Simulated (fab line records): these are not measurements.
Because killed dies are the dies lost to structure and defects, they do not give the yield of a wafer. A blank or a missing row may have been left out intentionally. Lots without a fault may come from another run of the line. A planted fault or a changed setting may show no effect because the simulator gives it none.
Matching of chambers | flow n5Finfet | 3 sister chambers for N5_BEOL_M7_PECVD_70 on pecvd-04
The step deposits SiO2 from TEOS/O2, target thk 20 nm, time 22.7 s. 6 wafers are shown with their chamber, then 12 later ones without.

== WAFERS WITH THEIR CHAMBER ==
wafer  | chamber | throttleValvePct (%) | showerheadPlenumPTorr (Torr)
L085.4 | 0       | 22.1                 | 8.79
L087.3 | 1       | 24.1                 | 8.78
L087.6 | 2       | 21.0                 | 8.90
L090.1 | 1       | 23.8                 | 8.76
L090.2 | 2       | 21.0                 | 8.85
L090.6 | 0       | 22.3                 | 8.78

== WAFERS WHOSE CHAMBER IS MISSING ==
wafer  | throttleValvePct (%) | showerheadPlenumPTorr (Torr)
L091.1 | 24.0                 | 8.78
L091.2 | 22.0                 | 8.78
L091.3 | 20.9                 | 8.86
L095.2 | 20.9                 | 8.88
L095.3 | 24.0                 | 8.78
L095.5 | 24.0                 | 8.77
L094.1 | 20.7                 | 8.87
L094.2 | 24.0                 | 8.78
L094.6 | 24.1                 | 8.78
L096.2 | 21.0                 | 8.87
L096.5 | 21.0                 | 8.85
L096.6 | 23.6                 | 8.78

== CHAMBER TAKEN BY EACH ==
wafer  | from the rows above | in truth
L091.1 | 1                   | 1
L091.2 | 0                   | 0
L091.3 | 2                   | 2
L095.2 | 2                   | 2
L095.3 | 1                   | 1
L095.5 | 1                   | 1
L094.1 | 2                   | 2
L094.2 | 1                   | 1
L094.6 | 1                   | 1
L096.2 | 2                   | 2
L096.5 | 2                   | 2
L096.6 | 1                   | 1
Correct placement for 12 of the 12. Can't be placed from these rows: 0. Number placed wrongly: 0.
How it was worked out, from the rows above alone: a wafer's distance from a chamber is the root of the sum, over the readings, of the square of ((its reading less the chamber's mean) divided by the reading's scatter). If the next closest chamber is less than 2 further off than the closest, the wafer can't be placed; otherwise it belongs to the closest. For every chamber, the mean is computed from those of its wafers that are shown. The scatter: take each reading less its chamber's mean, square it, sum over the shown wafers, divide by the number of wafers less the number of chambers, and take the root.
